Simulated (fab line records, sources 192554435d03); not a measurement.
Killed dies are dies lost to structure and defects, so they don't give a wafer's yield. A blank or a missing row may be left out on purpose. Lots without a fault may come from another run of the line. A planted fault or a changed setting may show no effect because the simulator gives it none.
Split-lot experiment | flow n5_finfet | 7 lots, 21 wafers read, on a route of 1938 steps

THE SPLIT
At N5_FIN_SAQP_PECVD_48 (deposits SiNx from SiH4/NH3/N2, target thk 25 nm, time 22.1 s), the setting time_s was moved away from the recipe's 22.1 s on 5 of the 21 wafers read, by -9.5% to -6.0%. The other wafers ran this setting at the recipe's value.

The reading is taken at the split's own step.

THE READING
SiNx_of_FIN_SAQP_PECVD_48.thk_nm (the simulator's own value, which no gauge read), in nm, at N5_FIN_SAQP_PECVD_48 (deposits SiNx from SiH4/NH3/N2, target thk 25 nm, time 22.1 s). The file gives no usual value for it. The 16 wafers here that ran the recipe average 24.93 nm, standard deviation 0.39 nm.

wafer  | tool, chamber at the split | time_s as run, s | against the recipe | SiNx_of_FIN_SAQP_PECVD_48.thk_nm, nm | against lot-mates on the recipe
L076.2 | pecvd-04, 0                | 22.1             | recipe             | 24.2                                 | -
L076.3 | pecvd-04, 1                | 22.1             | recipe             | 24.97                                | -
L076.5 | pecvd-04, 1                | 22.1             | recipe             | 25.48                                | -
L078.1 | pecvd-04, 0                | 22.1             | recipe             | 24.4                                 | -
L078.2 | pecvd-04, 1                | 22.1             | recipe             | 24.97                                | -
L078.6 | pecvd-04, 1                | 22.1             | recipe             | 25.42                                | -
L082.2 | pecvd-02, 0                | 22.1             | recipe             | 24.86                                | -
L082.3 | pecvd-02, 1                | 22.1             | recipe             | 24.39                                | -
L082.4 | pecvd-02, 0                | 22.1             | recipe             | 24.93                                | -
L083.1 | pecvd-01, 2                | 20.49            | -7.3%              | 23.35                                | -1.31
L083.2 | pecvd-01, 1                | 22.1             | recipe             | 24.61                                | -
L083.5 | pecvd-01, 1                | 22.1             | recipe             | 24.72                                | -
L085.1 | pecvd-02, 2                | 20.16            | -8.8%              | 22.83                                | -2.41
L085.2 | pecvd-02, 0                | 22.1             | recipe             | 25.22                                | -
L085.5 | pecvd-02, 0                | 22.1             | recipe             | 25.27                                | -
L090.1 | pecvd-01, 2                | 22.1             | recipe             | 25.31                                | -
L090.5 | pecvd-01, 0                | 22.1             | recipe             | 25.37                                | -
L090.6 | pecvd-01, 1                | 20.77            | -6.0%              | 23.54                                | -1.80
L093.1 | pecvd-04, 1                | 22.1             | recipe             | 24.71                                | -
L093.3 | pecvd-04, 0                | 20               | -9.5%              | 22.19                                | -2.52
L093.5 | pecvd-04, 0                | 20               | -9.5%              | 22.56                                | -2.15

THE FIT
A straight line over all 21 wafers: SiNx_of_FIN_SAQP_PECVD_48.thk_nm changes by +0.251 nm for each +1% of time_s; r = +0.93; the points scatter about the line by 0.37 nm.
The same after taking each lot's own level away (the mean of its wafers on the recipe; 21 wafers): +0.248 nm for each +1%; r = +0.94; scatter 0.32 nm.
On that fit, the largest move of time_s shifts the reading by 2.4 nm.
The lots' own levels span 24.665 to 25.340 nm, that is 1.7 times the standard deviation above.
So the lot-to-lot level changes the slope little: the two slopes agree.
Check: with one of the wafers moved furthest among these (-9.5%) left out of the fit, the line predicts -2.3 nm for it against its lot-mates. It came out at -2.52 nm against them.

OTHER SPLITS ON THESE WAFERS
These wafers also went through other splits before the reading. Each is held against what the fit with the lots' levels taken away leaves over:
other split on the same wafers          | wafers away from the commonest value | r with SiNx_of_FIN_SAQP_PECVD_48.thk_nm (lot level and that fit taken away)
N5_ZERO_LAYER_EXPOSE_08 dose_mj         | 6                                    | +0.19
N5_ZERO_LAYER_DEVELOP_10 develop_time_s | 5                                    | -0.13

THE FILE'S OWN FIT
SiNx_of_FIN_SAQP_PECVD_48.thk_nm changes by +0.248 nm for each +1% of time_s, r = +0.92.
